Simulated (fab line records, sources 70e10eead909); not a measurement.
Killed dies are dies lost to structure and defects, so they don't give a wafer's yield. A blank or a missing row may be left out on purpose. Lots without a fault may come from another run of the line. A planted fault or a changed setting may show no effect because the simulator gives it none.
Tool commonality check | flow nand_harc | 2 lots, 6 wafers sampled

WHY IT WAS OPENED
At NHARC_END_SORT_01 the reading killed_at_array is flagged on 2 of 2 lots. Wafers without a fault read 25, standard deviation 9.5.
Rule: a lot is flagged when every wafer of it that has a number lies more than 4 standard deviations from that mean, or none has a number. The other lots count as sound.

lot  | measured     | on        | killed_at_array, wafer by wafer | flag
L595 | day 22 06:49 | prober-01 | 675 672 671                     | FLAGGED
L594 | day 23 07:20 | prober-02 | 669 670 664                     | FLAGGED
The numbers of the flagged lots are 670 on average: +645 against the usual, or +68 standard deviations.

WHICH TOOL RAN EACH LOT
The record holds 3 process steps before the reading, out of a route of 1159 steps. In each cell: the tool, then ch and the chambers that the sampled wafers went through, then the start.
lot  | flag    | NHARC_A_CONTACT_ETCH_78                       | NHARC_A_CONTACT_ETCH_125             | NHARC_A_CONTACT_ETCH_126
L595 | FLAGGED | rie_diel-10 ch 0,1,3, day 19 15:04 or earlier | har_cap_etch-01 ch 0,1, day 19 15:04 | har_cap_etch-01 ch 0,1, day 19 15:13
L594 | FLAGGED | rie_diel-11 ch 0,1,3, day 20 14:07 or earlier | har_cap_etch-01 ch 0,1, day 20 14:07 | har_cap_etch-01 ch 0,1, day 20 14:16
What these steps do:
- NHARC_A_CONTACT_ETCH_78: etches the open film in O2/COS, target depth 2800 nm, time 728 s.
- NHARC_A_CONTACT_ETCH_125: etches the open film in C4F8/O2/Ar, time 155 s, target depth 956 nm.
- NHARC_A_CONTACT_ETCH_126: etches the open film in C4F8/O2/Ar, time 155 s, target depth 956 nm.
- NHARC_END_SORT_01

FLAGGED OVER TOTAL, TOOL BY TOOL (the gauges that took the reading come last)
step                     | tool            | lots run | flagged | share of the flagged lots | sound lots run after its first flagged lot
NHARC_A_CONTACT_ETCH_78  | rie_diel-10     | 1        | 1       | some                      | 0
NHARC_A_CONTACT_ETCH_78  | rie_diel-11     | 1        | 1       | some                      | 0
NHARC_A_CONTACT_ETCH_125 | har_cap_etch-01 | 2        | 2       | all                       | 0
NHARC_A_CONTACT_ETCH_126 | har_cap_etch-01 | 2        | 2       | all                       | 0
NHARC_END_SORT_01        | prober-01       | 1        | 1       | some                      | 0
NHARC_END_SORT_01        | prober-02       | 1        | 1       | some                      | 0
NHARC_A_CONTACT_ETCH_78 gives no start for some lots, so the hours and the order of its lots are those of NHARC_A_CONTACT_ETCH_125.

WHAT THE TABLE ALLOWS
2 rows of the table ran every flagged lot: har_cap_etch-01 at NHARC_A_CONTACT_ETCH_125, har_cap_etch-01 at NHARC_A_CONTACT_ETCH_126.
- har_cap_etch-01 at NHARC_A_CONTACT_ETCH_125: 2 of its 2 lots flagged. It ran no sound lot before its first flagged lot in this sample, so the start can't be narrowed down.
- har_cap_etch-01 at NHARC_A_CONTACT_ETCH_126: 2 of its 2 lots flagged. It ran no sound lot before its first flagged lot in this sample, so the start can't be narrowed down.
One tool is left: har_cap_etch-01 at NHARC_A_CONTACT_ETCH_125 and NHARC_A_CONTACT_ETCH_126.

WHAT THE SIMULATOR HAD PUT IN
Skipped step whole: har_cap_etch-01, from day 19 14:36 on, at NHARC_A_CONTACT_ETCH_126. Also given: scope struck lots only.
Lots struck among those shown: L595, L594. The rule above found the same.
